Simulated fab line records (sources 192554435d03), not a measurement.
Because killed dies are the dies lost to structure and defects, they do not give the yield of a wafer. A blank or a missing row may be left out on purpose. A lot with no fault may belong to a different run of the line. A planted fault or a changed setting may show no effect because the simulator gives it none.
A lot that was struck, set against a sound lot / flow n5 finfet / 14 out of 1938 route steps
Sound: wafers L244.1, L244.2, L244.6. Struck: wafers L236.3, L236.4 (left out: L236.1, a lot-mate that was not struck); the cause follows at the end.
Per side, at each step with rows, come the tool, then ch with its chambers, and then its first start. Under that, the readings that differ: sound wafers / struck wafers / difference of the means / sigmas: that difference in standard deviations of wafers without a fault.
alike: readings with means less than 2 such deviations apart, plus words and numbers identical on both sides. not compared: withheld readings, readings lacking a value on some wafer, bounds such as >300 that could conceal the same value, and numbers that have no deviation in the record and whose values overlap.
The two part at a step that has a row with sigmas, a row that says differs or no value, or rows on one side only. Non-overlapping numbers with no deviation appear without sigmas and do not part them. A reading missing from all wafers of one side parts the sides only when that side holds two or more wafers.

first, 4 steps without rows for these wafers: N5_BEOL_M14_PRECLEAN_39 (cleans in residue remover, time 60 s); N5_BEOL_M14_SRD_40 (time 30 s, dry time 30 s); N5_BEOL_M14_DEGAS_41 (time 60 s); N5_BEOL_M14_PRE_CLEAN_42 (time 30 s).
N5_BEOL_M14_SPUTTER_43: material TaN, target thk 15 nm, time 24.19 s.
  sound on pvd sputter-03 at day 14 20:44; struck on pvd sputter-02 at day 13 11:59
  alike: throttle valve pct
N5_BEOL_M14_SPUTTER_44: material Ta, target thk 15 nm, time 24.19 s.
  sound on pvd sputter-03 at day 14 20:49; struck on pvd sputter-02 at day 13 12:04
  alike: throttle valve pct
N5_BEOL_M14_SPUTTER_45: material Cu, target thk 100 nm, time 16.67 s.
  sound on pvd sputter-03 at day 14 20:54; struck on pvd sputter-02 at day 13 12:09
  alike: throttle valve pct
then, 1 step without rows for these wafers: N5_BEOL_M14_ECD_47 (material Cu, target thk 1248 nm).
N5_BEOL_M14_ANNEAL_48: time 90 s.
  sound on rtp anneal-01 ch 0, day 14 21:48; struck on rtp anneal-01 ch 0, day 13 12:43
  alike: wafer_temp_C_max
N5_BEOL_M14_CMP_49: polishes, stops on SiO2, t overpolish 5.2 s, target thk 560 nm.
  sound on cmp-03 ch 0,2,3, day 14 22:10; struck on cmp-03 ch 0,1, day 13 13:01
  alike: barrier field endpoint s, motor current A, overpolish run s, retaining ring pressure frac, time to endpoint s
  not compared: pad life wafers
N5_BEOL_M14_THK_MEAS_50: measures by xrf.
  sound on film metro-01 at day 14 22:23; struck on film metro-01 at day 13 13:19
  alike: M14_THK
then, 1 step without rows for these wafers: N5_BEOL_M14_PRE_CLEAN_52 (time 15 s).
N5_BEOL_M14_DEP_53: deposits SiCN from 3MS/NH3, target thk 50 nm, time 17.8 s.
  sound on pecvd-01 ch 0,1,2, day 14 22:27; struck on pecvd-03 ch 0,1, day 13 13:22
reading=model.SiCN_of_BEOL_M14_DEP_53.thk nm (nm); sound=49.8 48.8 50.6; struck=38 39.8; difference=-11; sigmas=
  alike: showerhead plenum p Torr, throttle valve pct
  not compared: since wet clean h
N5_BEOL_M14_RS_MEAS_54: the measuring method here is four-point-probe.
  sound on film metro-02 at day 14 22:31; struck on film metro-02 at day 13 13:26
  alike: M14_RS

WHERE THEY PART
Nowhere in this record.

WHY: what had been put in by the simulator
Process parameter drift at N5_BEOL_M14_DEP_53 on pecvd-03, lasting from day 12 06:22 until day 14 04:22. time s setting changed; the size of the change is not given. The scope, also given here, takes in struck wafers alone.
